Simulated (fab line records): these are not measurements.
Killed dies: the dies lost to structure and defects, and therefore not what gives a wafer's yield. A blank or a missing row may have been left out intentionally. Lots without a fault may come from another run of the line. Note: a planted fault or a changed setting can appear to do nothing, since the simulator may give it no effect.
Matching of chambers || flow n5_finfet || rie_diel-06 running N5_GATE_CUT_ETCH_36: 4 sister chambers
The step etches SiARC in CF4, target depth 13 nm, time 21.7 s. 16 wafers are shown with their chamber, then 8 later ones without.

WAFERS, EACH WITH ITS CHAMBER
{"wafer": "L079.1", "chamber": 2, "drypump_motor_current_A (A)": 6.7, "showerhead_plenum_p_Torr (Torr)": 2.06, "throttle_valve_pct (%)": 15.87}
{"wafer": "L079.3", "chamber": 1, "drypump_motor_current_A (A)": 5.8, "showerhead_plenum_p_Torr (Torr)": 2.06, "throttle_valve_pct (%)": 15.30}
{"wafer": "L079.4", "chamber": 3, "drypump_motor_current_A (A)": 5.6, "showerhead_plenum_p_Torr (Torr)": 2.23, "throttle_valve_pct (%)": 15.78}
{"wafer": "L080.3", "chamber": 2, "drypump_motor_current_A (A)": 6.7, "showerhead_plenum_p_Torr (Torr)": 2.06, "throttle_valve_pct (%)": 15.88}
{"wafer": "L080.4", "chamber": 3, "drypump_motor_current_A (A)": 5.6, "showerhead_plenum_p_Torr (Torr)": 2.23, "throttle_valve_pct (%)": 15.79}
{"wafer": "L080.5", "chamber": 0, "drypump_motor_current_A (A)": 6.4, "showerhead_plenum_p_Torr (Torr)": 2.20, "throttle_valve_pct (%)": 15.32}
{"wafer": "L085.1", "chamber": 1, "drypump_motor_current_A (A)": 5.8, "showerhead_plenum_p_Torr (Torr)": 2.06, "throttle_valve_pct (%)": 15.32}
{"wafer": "L085.2", "chamber": 3, "drypump_motor_current_A (A)": 5.6, "showerhead_plenum_p_Torr (Torr)": 2.23, "throttle_valve_pct (%)": 15.79}
{"wafer": "L085.6", "chamber": 2, "drypump_motor_current_A (A)": 6.7, "showerhead_plenum_p_Torr (Torr)": 2.05, "throttle_valve_pct (%)": 15.90}
{"wafer": "L086.2", "chamber": 2, "drypump_motor_current_A (A)": 6.7, "showerhead_plenum_p_Torr (Torr)": 2.05, "throttle_valve_pct (%)": 15.90}
{"wafer": "L086.3", "chamber": 3, "drypump_motor_current_A (A)": 5.6, "showerhead_plenum_p_Torr (Torr)": 2.23, "throttle_valve_pct (%)": 15.79}
{"wafer": "L086.4", "chamber": 1, "drypump_motor_current_A (A)": 5.8, "showerhead_plenum_p_Torr (Torr)": 2.06, "throttle_valve_pct (%)": 15.32}
{"wafer": "L089.2", "chamber": 1, "drypump_motor_current_A (A)": 5.8, "showerhead_plenum_p_Torr (Torr)": 2.06, "throttle_valve_pct (%)": 15.34}
{"wafer": "L089.4", "chamber": 3, "drypump_motor_current_A (A)": 5.6, "showerhead_plenum_p_Torr (Torr)": 2.23, "throttle_valve_pct (%)": 15.80}
{"wafer": "L089.5", "chamber": 1, "drypump_motor_current_A (A)": 5.7, "showerhead_plenum_p_Torr (Torr)": 2.06, "throttle_valve_pct (%)": 15.34}
{"wafer": "L092.1", "chamber": 0, "drypump_motor_current_A (A)": 6.4, "showerhead_plenum_p_Torr (Torr)": 2.19, "throttle_valve_pct (%)": 15.35}

SIGNATURES (means of the wafers above)
{"reading": "drypump_motor_current_A", "chamber 0": 6.400, "chamber 1": 5.780, "chamber 2": 6.700, "chamber 3": 5.600, "scatter within a chamber": 0.0258}
{"reading": "showerhead_plenum_p_Torr", "chamber 0": 2.1950, "chamber 1": 2.0600, "chamber 2": 2.0550, "chamber 3": 2.2300, "scatter within a chamber": 0.00354}
{"reading": "throttle_valve_pct", "chamber 0": 15.3350, "chamber 1": 15.3240, "chamber 2": 15.8875, "chamber 3": 15.7900, "scatter within a chamber": 0.0143}
Rule: for each reading, subtract the chamber's mean from the wafer's reading, divide by that reading's scatter and square the result; add these up over the readings and take the root, which gives the wafer's distance from the chamber. If the next closest chamber is less than 2 further off than the closest, the wafer can't be placed; otherwise it belongs to the closest. The scatter: take each reading less its chamber's mean, square it, sum over the shown wafers, divide by the number of wafers less the number of chambers, and take the root.

WAFERS WITH NO CHAMBER GIVEN
{"wafer": "L092.2", "drypump_motor_current_A (A)": 6.7, "showerhead_plenum_p_Torr (Torr)": 2.05, "throttle_valve_pct (%)": 15.91}
{"wafer": "L092.3", "drypump_motor_current_A (A)": 5.8, "showerhead_plenum_p_Torr (Torr)": 2.06, "throttle_valve_pct (%)": 15.35}
{"wafer": "L094.2", "drypump_motor_current_A (A)": 6.5, "showerhead_plenum_p_Torr (Torr)": 2.19, "throttle_valve_pct (%)": 15.36}
{"wafer": "L094.3", "drypump_motor_current_A (A)": 6.7, "showerhead_plenum_p_Torr (Torr)": 2.05, "throttle_valve_pct (%)": 15.92}
{"wafer": "L094.4", "drypump_motor_current_A (A)": 5.8, "showerhead_plenum_p_Torr (Torr)": 2.05, "throttle_valve_pct (%)": 15.36}
{"wafer": "L095.3", "drypump_motor_current_A (A)": 5.8, "showerhead_plenum_p_Torr (Torr)": 2.05, "throttle_valve_pct (%)": 15.36}
{"wafer": "L095.4", "drypump_motor_current_A (A)": 6.7, "showerhead_plenum_p_Torr (Torr)": 2.05, "throttle_valve_pct (%)": 15.94}
{"wafer": "L095.5", "drypump_motor_current_A (A)": 6.7, "showerhead_plenum_p_Torr (Torr)": 2.05, "throttle_valve_pct (%)": 15.93}

WHICH CHAMBER EACH WENT THROUGH
{"wafer": "L092.2", "from the rows above": 2, "in truth": 2}
{"wafer": "L092.3", "from the rows above": 1, "in truth": 1}
{"wafer": "L094.2", "from the rows above": 0, "in truth": 0}
{"wafer": "L094.3", "from the rows above": 2, "in truth": 2}
{"wafer": "L094.4", "from the rows above": 1, "in truth": 1}
{"wafer": "L095.3", "from the rows above": 1, "in truth": 1}
{"wafer": "L095.4", "from the rows above": 2, "in truth": 2}
{"wafer": "L095.5", "from the rows above": 2, "in truth": 2}
Correctly placed: 8 of 8. Left unplaced by these rows: 0. Wrongly placed: 0.
